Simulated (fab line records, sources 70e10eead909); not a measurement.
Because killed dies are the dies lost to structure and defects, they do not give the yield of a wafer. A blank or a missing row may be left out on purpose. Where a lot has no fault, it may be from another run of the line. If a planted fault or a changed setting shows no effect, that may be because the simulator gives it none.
A lot that was struck, set against a sound lot ; flow nand_harc ; 15 out of 1159 route steps
Sound: the wafers L464.3, L464.4, L464.6. Struck: wafer L452.3. (L452.1 of the same lot was not struck and is left out.) The cause comes at the end.
At each step with rows: each side's tool, then ch and its chambers, then its first start. Under that, the readings that differ: sound wafers ; struck wafers ; difference of the means ; sigmas: that difference in standard deviations of wafers without a fault.
alike: a reading whose means differ by less than 2 such deviations, as well as words and numbers matching on both sides. not compared: withheld readings; readings where some wafer has no value; bounds like >300 that might hide an equal value; numbers whose values overlap and for which the record gives no deviation.
A row with sigmas, a row that says differs or no value, or rows on one side alone: a step with any of these is where the two part. When numbers do not overlap yet have no deviation, they are printed without sigmas and do not part them. Lack of a reading on every wafer of one side parts them only where that side has two or more wafers.

first, 2 steps without rows for these wafers: NHARC_P_CONTACT_DESCUM_17 (chemistry O2, time 3 s); NHARC_P_CONTACT_ETCH_35 (etches the open film in CF4, target depth 39 nm, time 65 s).
NHARC_P_CONTACT_ETCH_36: etches the open film in N2/H2, target depth 260 nm, time 406.25 s.
  sound: rie_diel-06 ch 0,2,3; struck: rie_diel-06 ch 2
  alike: drypump_motor_current_A, mfc_ar_sccm, oes_product_au, rf_vpp_V, showerhead_plenum_p_Torr, throttle_valve_pct
  not compared: rf_hours_counter_h
then, 2 steps without rows for these wafers: NHARC_P_CONTACT_ETCH_18 (etches the open film in C4F8/O2/Ar, target depth 481 nm, time 240.5 s); NHARC_P_CONTACT_STRIP_37 (strips in C4F8/O2/Ar).
NHARC_P_CONTACT_ETCH_31: etches the open film in CH3F/O2, target depth 30 nm, time 85.7 s.
  sound: rie_diel-06 ch 1,3; struck: rie_diel-06 ch 2
  alike: drypump_motor_current_A, mfc_ar_sccm, oes_product_au, rf_vpp_V, showerhead_plenum_p_Torr, throttle_valve_pct
  not compared: rf_hours_counter_h
NHARC_P_CONTACT_CD_MEAS_19:
  struck on cd_sem-03, day 7 10:05; sound on cd_sem-02, day 10 15:46
  alike: cd_nm
NHARC_P_CONTACT_STRIP_28: strips in O2.
  sound on rie_diel-06 ch 0,1,3, day 10 15:52; struck on rie_diel-06 ch 2, day 7 10:10
reading;sound;struck;difference;sigmas
oes_product_au (a.u.);1.001 1.009 0.994;0.986;-0.015;-2
  alike: drypump_motor_current_A, mfc_ar_sccm, rf_vpp_V, showerhead_plenum_p_Torr, throttle_valve_pct
  not compared: rf_hours_counter_h
then, 1 step without rows for these wafers: NHARC_P_CONTACT_STRIP_29 (strips in post etch residue remover, time 1200 s).
NHARC_P_CONTACT_DEGAS_38: time 60 s.
  struck on pvd_sputter-03, day 7 10:50; sound on pvd_sputter-01, day 10 16:29
reading;sound;struck;difference;sigmas
heater_power_w (W);508 491 518;397;-109;-3
then, 2 steps without rows for these wafers: NHARC_P_CONTACT_PRE_CLEAN_39 (time 19.5 s); NHARC_P_CONTACT_PVD_32 (deposits Ti, target thk 5 nm, time 17.7 s).
NHARC_P_CONTACT_ALD_22: deposits TiN, target thk 3 nm, pulse time 1 s, ald cycles 150.
  sound on ald_metal-03 ch 0,1, day 10 16:43; struck on ald_metal-01 ch 3, day 7 11:04
reading;sound;struck;difference;sigmas
ald_cycles;150 150 150;73;-77;
  alike: heater_power_w, precursor_pulse_height_rel
NHARC_P_CONTACT_CVD_23: deposits W, target thk 200 nm, time 557 s.
  sound: cvd_w-01 ch 0,1; struck: cvd_w-01 ch 0
  alike: heater_power_w, mfc_ar_sccm, throttle_valve_pct
-- the record jumps here: 18 days lie between the struck wafers' starts before and after (it left off in module P_CONTACT and takes up again in module END, whose first step shown is number 1159 of the route) --
NHARC_END_SORT_01:
  only the struck wafers appear in the record here, on prober-02 ch 0 at day 25 11:56; the sound ones have no rows

## WHERE THEY PART
At NHARC_P_CONTACT_STRIP_28 first; at NHARC_END_SORT_01 last (within this record only).

WHY: whatever the simulator had introduced
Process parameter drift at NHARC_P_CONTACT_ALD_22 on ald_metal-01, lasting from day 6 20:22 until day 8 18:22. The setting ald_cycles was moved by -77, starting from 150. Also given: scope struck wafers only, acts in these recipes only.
